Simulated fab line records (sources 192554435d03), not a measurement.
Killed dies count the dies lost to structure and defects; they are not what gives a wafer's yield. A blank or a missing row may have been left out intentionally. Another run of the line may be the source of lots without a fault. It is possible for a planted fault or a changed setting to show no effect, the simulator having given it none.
fab line records    flow n5-finfet    part 2 of 2: steps 5 to 6 of 6
record lots=23  wafers=69  last-day=18
route steps=1938 shown FIN_CUT@172 STI_FIN_REVEAL@184 DUMMY_GATE@235
lots with no fault: from the same line, run without faults
start-h: start of the lot's first displayed wafer, in hours after the record's first day    wait-h: how many hours have passed since the lot's step before this one    " as in the row above    L1.1+2: several wafers, shown together as one row    - no value present, or no start provided    * or withheld: withheld    < > ~ a bound
route shown NAME@n: a module of which the file shows steps, and the number in the route of the first    usual: average and standard deviation across the fault-free wafers    same: alike in all rows    chamber/n: place in a boat    sites: each site's reading    _std_site: how widely they spread, as a standard deviation    _edge_site: mean of outer sites minus mean of inner sites    radius-mm: how far each site lies from the wafer's centre    mask NAME#n: copy n    behind: the most recent tool/chamber to have shaped the wafer    hold: reason for holding the lot/hours on hold/outcome of the hold    device: the transistor (n, p or np) that didn't switch    end of line: tests of these same wafers at the route's end    for a step that has no rows: nothing shown but its recipe    killed: at the first sort, the dies lost to defects and structure; wafer yield is something else    map: per-die view of a wafer (x killed, . not killed, _ where there is no die)
set.NAME: setting as actually run; set.NAME@STEP: the setting as run at that earlier step    model.NAME: the simulator's own value behind a step, which no gauge read
a sample of lots followed through the steps of the route, with each step as a table and each wafer as a row
services: the hour from which a tool's chamber was out of use, counted from the record's first day as start-h (under 0 if before that day), plus the number of hours and why
## steps
# step N5_DUMMY_GATE_ETCH_29
# recipe chemistry=N2/H2  target=underlayer  target-depth-a=130  ion-energy-ev=200  pressure-mtorr=30  source-w=840  bias-w=150  n2-flow-sccm=200  h2-flow-sccm=200
# usual drypump-motor-current-A=5.7/0.4  oes-product-au=0.76/0.053  rf-vpp-V=523.7/2.2  showerhead-plenum-p-Torr=2.53/0.081  throttle-valve-pct=18.0/0.33
lot.wafer  tool         chamber  start-h  wait-h  drypump-motor-current-A  oes-product-au  rf-hours-counter-h  rf-vpp-V  showerhead-plenum-p-Torr  throttle-valve-pct
L074.2     rie-diel-01  3        46.69    0.0     6.0                      0.78            157                 520.2     2.43                      18.3
L074.4     "            0        "        "       6.4                      0.79            131                 525.7     2.53                      17.5
L074.5     "            3        "        "       6.1                      0.78            -                   520.3     2.43                      18.3
L075.1     rie-diel-01  1        54.13    0.0     5.3                      0.79            123                 522.4     2.45                      18.1
L075.4     "            0        "        "       6.4                      0.79            132                 522.8     2.53                      17.5
L075.6     "            3        "        "       6.0                      0.78            -                   521.1     2.43                      18.3
L076.2     rie-diel-01  1        57.32    0.0     5.3                      0.79            123                 520.4     2.45                      18.1
L076.5     "            2        "        "       6.1                      0.78            -                   527.5     2.67                      17.6
L076.6     "            1        "        "       5.3                      0.78            -                   522.4     2.45                      18.1
L077.1     rie-diel-01  2        66.21    0.0     6.1                      0.77            119                 528.6     2.66                      17.6
L077.4     "            3        "        "       6.1                      0.77            162                 520.6     2.42                      18.3
L077.6     "            1        "        "       5.3                      0.79            -                   521.8     2.45                      18.1
L078.1     rie-diel-02  1        70.05    0.0     5.6                      0.80            119                 521.5     2.45                      18.1
L078.3     "            0        "        "       5.6                      0.68            223                 524.8     2.63                      17.9
L078.6     "            1        "        "       5.6                      0.81            -                   521.3     2.45                      18.0
L079.1     rie-diel-01  3        78.21    0.0     6.1                      0.77            166                 520.9     2.42                      18.3
L079.2     "            2        "        "       6.1                      0.77            123                 527.2     2.66                      17.6
L079.3     "            1        "        "       5.3                      0.78            130                 521.4     2.45                      18.1
L080.3     rie-diel-01  3        85.10    0.0     6.0                      0.78            168                 520.7     2.42                      18.3
L080.4     "            1        "        "       5.3                      0.78            132                 521.6     2.44                      18.1
L080.5     "            2        "        "       6.1                      0.77            -                   527.2     2.66                      17.6
L081.1     rie-diel-03  0        91.12    0.0     5.4                      0.76            161                 526.6     2.67                      18.2
L081.5     "            1        "        "       5.1                      0.68            -                   524.8     2.53                      18.4
L081.6     "            2        "        "       5.9                      0.73            -                   524.0     2.49                      18.5
L082.1     rie-diel-03  1        103.76   0.0     5.1                      0.68            205                 522.9     2.53                      18.4
L082.5     "            2        "        "       5.9                      0.73            -                   522.5     2.49                      18.5
L082.6     "            0        "        "       5.4                      0.76            -                   528.0     2.67                      18.2
L083.2     rie-diel-02  1        105.26   0.0     5.6                      0.79            130                 520.5     2.44                      18.1
L083.3     "            0        "        "       5.6                      0.67            234                 526.0     2.62                      17.9
L083.4     "            2        "        "       5.8                      0.75            127                 524.2     2.55                      17.9
L084.1     rie-diel-02  1        112.64   0.0     5.6                      0.79            132                 521.6     2.44                      18.1
L084.2     "            3        "        "       5.3                      0.84            62                  525.2     2.56                      17.5
L084.3     "            0        "        "       5.6                      0.66            237                 525.7     2.62                      17.9
L085.1     rie-diel-02  0        114.24   0.0     5.6                      0.67            237                 524.8     2.62                      17.9
L085.3     "            1        "        "       5.6                      0.78            133                 520.3     2.44                      18.1
L085.4     "            2        "        "       5.9                      0.74            129                 524.8     2.55                      17.9
L086.1     rie-diel-03  2        122.16   0.0     5.9                      0.72            238                 522.7     2.49                      18.5
L086.3     "            1        "        "       5.1                      0.68            213                 522.6     2.53                      18.4
L086.5     "            2        "        "       5.8                      0.72            -                   523.1     2.49                      18.5
L088.1     rie-diel-02  1        130.36   0.0     5.6                      0.78            139                 522.1     2.44                      18.1
L088.2     "            0        "        "       5.6                      0.66            244                 526.6     2.62                      17.9
L088.5     "            3        "        "       5.4                      0.83            -                   524.4     2.56                      17.6
L087.3     rie-diel-01  3        131.04   0.0     6.1                      0.75            182                 520.3     2.42                      18.4
L087.4     "            3        "        "       6.1                      0.75            -                   521.6     2.42                      18.4
L087.5     "            2        "        "       6.1                      0.76            -                   526.5     2.65                      17.6
L089.1     rie-diel-01  3        138.02   0.0     6.1                      0.76            184                 521.6     2.42                      18.4
L089.4     "            0        "        "       6.4                      0.77            -                   524.5     2.52                      17.6
L089.6     "            3        "        "       6.1                      0.76            -                   520.6     2.42                      18.4
L090.1     rie-diel-02  1        151.76   0.0     5.6                      0.77            144                 520.2     2.44                      18.1
L090.2     "            2        "        "       5.9                      0.73            141                 523.5     2.54                      17.9
L090.3     "            0        "        "       5.6                      0.65            248                 526.4     2.62                      17.9
L091.1     rie-diel-02  0        153.73   0.0     5.6                      0.66            249                 526.2     2.62                      17.9
L091.3     "            1        "        "       5.6                      0.77            144                 520.2     2.44                      18.1
L091.6     "            0        "        "       5.6                      0.65            -                   524.5     2.62                      17.9
L092.1     rie-diel-02  3        157.50   0.0     5.3                      0.84            76                  525.5     2.55                      17.6
L092.4     "            1        "        "       5.6                      0.78            -                   521.0     2.44                      18.1
L092.6     "            2        "        "       5.9                      0.72            -                   523.8     2.54                      17.9
L093.3     rie-diel-03  1        163.58   0.0     5.1                      0.68            222                 522.7     2.52                      18.4
L093.4     "            3        "        "       5.2                      0.75            143                 521.3     2.43                      18.0
L093.5     "            2        "        "       5.9                      0.71            -                   523.0     2.48                      18.5
L094.1     rie-diel-03  1        165.84   0.0     5.1                      0.67            223                 522.5     2.52                      18.5
L094.2     "            2        "        "       5.9                      0.70            249                 521.4     2.48                      18.5
L094.5     "            1        "        "       5.1                      0.67            -                   523.0     2.52                      18.5
L096.1     rie-diel-03  0        178.66   0.0     5.4                      0.73            187                 526.2     2.66                      18.3
L096.2     "            3        "        "       5.2                      0.73            147                 521.5     2.43                      18.0
L096.6     "            3        "        "       5.2                      0.74            -                   521.1     2.43                      18.0
L097.1     rie-diel-01  1        185.96   0.0     5.3                      0.75            157                 521.6     2.43                      18.2
L097.3     "            2        "        "       6.1                      0.73            156                 525.2     2.65                      17.6
L097.5     "            1        "        "       5.3                      0.75            -                   521.6     2.43                      18.1
# step N5_DUMMY_GATE_STRIP_41
# recipe chemistry=O2  power-w=400  temp-c=40  pressure-mtorr=30  rf-frequency-hz=6e+07  bias-power-w=0  overash-fraction=0.3  o2-flow-sccm=225
# usual drypump-motor-current-A=5.7/0.37  oes-product-au=0.76/0.054  rf-vpp-V=3.6/0.46  showerhead-plenum-p-Torr=2.09/0.068  throttle-valve-pct=16.80/0.25
lot.wafer  tool         chamber  start-h  wait-h  drypump-motor-current-A  oes-product-au  rf-hours-counter-h  rf-vpp-V  showerhead-plenum-p-Torr  throttle-valve-pct
L074.2     rie-diel-03  1        47.10    0.0     5.1                      0.69            190                 3.6       2.07                      17.01
L074.4     "            2        "        "       5.9                      0.72            215                 3.5       2.08                      17.23
L074.5     "            2        "        "       5.9                      0.72            -                   3.9       2.08                      17.23
L075.1     rie-diel-01  2        54.53    0.0     6.1                      0.78            116                 3.6       2.20                      16.42
L075.4     "            1        "        "       5.3                      0.78            123                 4.7       1.99                      16.64
L075.6     "            3        "        "       6.0                      0.75            -                   3.5       2.02                      17.19
L076.2     rie-diel-02  2        57.73    0.0     5.9                      0.79            114                 3.5       2.10                      16.65
L076.5     "            0        "        "       5.6                      0.69            -                   3.2       2.17                      16.69
L076.6     "            3        "        "       5.3                      0.87            -                   3.7       2.15                      16.54
L077.1     rie-diel-02  1        66.61    0.0     5.6                      0.79            118                 3.0       2.02                      16.91
L077.4     "            3        "        "       5.3                      0.86            49                  3.5       2.15                      16.54
L077.6     "            0        "        "       5.6                      0.68            -                   2.6       2.17                      16.71
L078.1     rie-diel-03  1        70.46    0.0     5.1                      0.69            195                 4.3       2.07                      17.01
L078.3     "            3        "        "       5.2                      0.78            120                 3.6       2.01                      16.74
L078.6     "            0        "        "       5.4                      0.76            -                   2.9       2.21                      17.03
L079.1     rie-diel-01  1        78.61    0.0     5.3                      0.78            130                 3.7       1.99                      16.66
L079.2     "            2        "        "       6.1                      0.78            123                 3.3       2.20                      16.44
L079.3     "            0        "        "       6.4                      0.75            140                 3.6       2.11                      16.55
L080.3     rie-diel-02  3        85.81    0.0     5.3                      0.86            55                  3.9       2.15                      16.54
L080.4     "            1        "        "       5.6                      0.80            125                 2.9       2.02                      16.92
L080.5     "            0        "        "       5.6                      0.68            -                   3.5       2.17                      16.71
L081.1     rie-diel-03  1        91.52    0.0     5.1                      0.69            201                 3.8       2.06                      17.01
L081.5     "            0        "        "       5.4                      0.76            -                   4.2       2.20                      17.05
L081.6     "            3        "        "       5.2                      0.79            -                   3.4       2.01                      16.76
L082.1     rie-diel-02  1        104.17   0.0     5.6                      0.78            130                 3.5       2.02                      16.92
L082.5     "            3        "        "       5.3                      0.84            -                   3.8       2.15                      16.55
L082.6     "            0        "        "       5.6                      0.68            -                   3.7       2.16                      16.72
L083.2     rie-diel-02  2        105.67   0.0     5.9                      0.77            127                 4.3       2.10                      16.68
L083.3     "            0        "        "       5.6                      0.67            235                 3.2       2.16                      16.72
L083.4     "            1        "        "       5.6                      0.78            130                 3.2       2.02                      16.93
L084.1     rie-diel-03  1        113.30   0.0     5.1                      0.68            210                 3.0       2.06                      17.03
L084.2     "            0        "        "       5.4                      0.75            169                 3.9       2.20                      17.05
L084.3     "            2        "        "       5.8                      0.70            235                 2.9       2.07                      17.26
L085.1     rie-diel-02  3        114.93   0.0     5.4                      0.84            63                  3.3       2.14                      16.56
L085.3     "            1        "        "       5.6                      0.77            133                 3.9       2.02                      16.92
L085.4     "            0        "        "       5.6                      0.67            238                 3.5       2.16                      16.73
L086.1     rie-diel-02  0        122.57   0.0     5.6                      0.66            241                 3.8       2.16                      16.73
L086.3     "            1        "        "       5.6                      0.77            136                 4.2       2.02                      16.94
L086.5     "            2        "        "       5.9                      0.77            -                   3.5       2.10                      16.72
L088.1     rie-diel-01  2        130.76   0.0     6.1                      0.76            139                 3.7       2.19                      16.47
L088.2     "            0        "        "       6.4                      0.73            156                 3.4       2.11                      16.55
L088.5     "            0        "        "       6.4                      0.75            -                   3.6       2.11                      16.57
L087.3     rie-diel-03  3        131.53   0.0     5.2                      0.78            136                 3.6       2.01                      16.76
L087.4     "            1        "        "       5.1                      0.68            215                 3.3       2.06                      17.05
L087.5     "            0        "        "       5.4                      0.74            -                   2.9       2.20                      17.09
L089.1     rie-diel-01  0        138.42   0.0     6.4                      0.73            159                 3.6       2.11                      16.58
L089.4     "            2        "        "       6.1                      0.76            -                   4.0       2.19                      16.47
L089.6     "            0        "        "       6.4                      0.74            -                   4.1       2.11                      16.56
L090.1     rie-diel-02  1        152.16   0.0     5.6                      0.77            144                 3.4       2.02                      16.96
L090.2     "            0        "        "       5.6                      0.66            248                 4.2       2.16                      16.75
L090.3     "            3        "        "       5.3                      0.84            74                  3.4       2.14                      16.60
L091.1     rie-diel-02  3        154.13   0.0     5.3                      0.83            74                  2.9       2.14                      16.59
L091.3     "            0        "        "       5.6                      0.66            249                 3.1       2.16                      16.75
L091.6     "            2        "        "       5.9                      0.76            -                   3.6       2.09                      16.70
L092.1     rie-diel-02  2        157.90   0.0     5.9                      0.75            143                 4.2       2.09                      16.70
L092.4     "            3        "        "       5.3                      0.84            -                   3.5       2.14                      16.58
L092.6     "            1        "        "       5.6                      0.77            -                   3.2       2.01                      16.95
L093.3     rie-diel-02  1        164.00   0.0     5.6                      0.77            148                 3.5       2.01                      16.95
L093.4     "            1        "        "       5.6                      0.77            -                   4.0       2.01                      16.95
L093.5     "            3        "        "       5.3                      0.83            -                   2.9       2.14                      16.60
L094.1     rie-diel-01  2        166.25   0.0     6.1                      0.75            151                 3.7       2.19                      16.48
L094.2     "            3        "        "       6.1                      0.72            194                 3.9       2.01                      17.26
L094.5     "            0        "        "       6.4                      0.73            -                   3.4       2.10                      16.58
L096.1     rie-diel-01  2        179.06   0.0     6.1                      0.75            154                 3.1       2.19                      16.47
L096.2     "            3        "        "       6.1                      0.72            197                 3.3       2.01                      17.26
L096.6     "            2        "        "       6.1                      0.74            -                   3.5       2.19                      16.48
L097.1     rie-diel-01  0        186.43   0.0     6.4                      0.72            174                 4.1       2.10                      16.61
L097.3     "            1        "        "       5.3                      0.75            157                 4.2       1.98                      16.71
L097.5     "            3        "        "       6.0                      0.73            -                   3.7       2.01                      17.27
## services
tool         chamber  start-h  hours  kind
ald-sin-03   2        13.86    4.9    repair
cmp-03       -        16.38    3.5    repair
rie-diel-01  0        16.69    6.4    repair
cmp-04       -        22.43    1.1    repair
ald-sin-04   3        27.50    4.4    repair
cmp-04       -        32.14    0.6    repair
cmp-01       -        33.56    0.4    repair
ald-sin-02   -        38.49    0.8    repair
rie-si-06    1        41.83    4.6    repair
cmp-04       -        44.06    3.6    repair
cmp-03       -        76.25    1.8    repair
ald-sin-04   -        87.26    14.0   pm
rie-si-05    0        91.17    9.4    repair
ald-sin-03   -        95.80    0.5    repair
cmp-04       -        97.14    1.4    repair
rie-diel-03  3        101.29   10.9   repair
rie-diel-01  -        109.57   5.3    repair
rie-diel-01  1        126.45   15.1   repair
cmp-01       -        129.16   0.3    repair
rie-si-03    2        137.33   9.0    repair
ald-sin-03   3        142.01   13.5   repair
cmp-04       -        143.74   5.2    repair
rie-diel-03  3        146.00   3.7    repair
cmp-03       -        148.19   4.0    pm
